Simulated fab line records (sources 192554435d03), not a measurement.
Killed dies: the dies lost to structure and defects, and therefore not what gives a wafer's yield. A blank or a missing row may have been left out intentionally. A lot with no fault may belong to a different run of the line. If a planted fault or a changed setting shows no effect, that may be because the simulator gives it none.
Chamber matching ; flow n5 finfet ; rie diel-05 running N5_SD_EPI_N_ETCH_35: 4 sister chambers
The step etches SOC in N2/H2, overetch 108 nm, time 486 s. 8 wafers are shown with their chamber, then 8 later ones without.

== WAFERS WITH THEIR CHAMBER ==
wafer;chamber;showerhead plenum p Torr (Torr);throttle valve pct (%)
L077.5;2;2.64;23.95
L079.1;3;2.46;23.83
L084.2;2;2.63;23.96
L086.2;1;2.55;23.86
L086.4;3;2.46;23.84
L092.2;1;2.55;23.85
L092.6;0;2.69;24.04
L094.1;0;2.69;24.06

== WAFERS WITHOUT THEIR CHAMBER ==
wafer;showerhead plenum p Torr (Torr);throttle valve pct (%)
L094.2;2.63;24.00
L094.3;2.45;23.87
L095.4;2.63;23.99
L095.5;2.69;24.09
L095.6;2.45;23.87
L097.1;2.45;23.88
L097.2;2.68;24.06
L097.5;2.55;23.87

== THE CHAMBER EACH PASSED THROUGH ==
wafer;from the rows above;in truth
L094.2;2;2
L094.3;3;3
L095.4;2;2
L095.5;0;0
L095.6;3;3
L097.1;3;3
L097.2;0;0
L097.5;1;1
Correct placement for 8 of the 8. Number that these rows cannot place: 0. Placed wrongly: 0.
How it was worked out, from the rows above alone: a wafer's distance from a chamber is the root of the sum, over the readings, of the square of ((its reading less the chamber's mean) divided by the reading's scatter). The wafer belongs to the nearest chamber; if the next one is less than 2 further off, it can't be placed. Each chamber's mean is taken over the wafers shown for it. How the scatter is found: for the shown wafers, subtract from each reading the mean of its chamber, square and add these, divide the total by (wafers less chambers), then take the root.
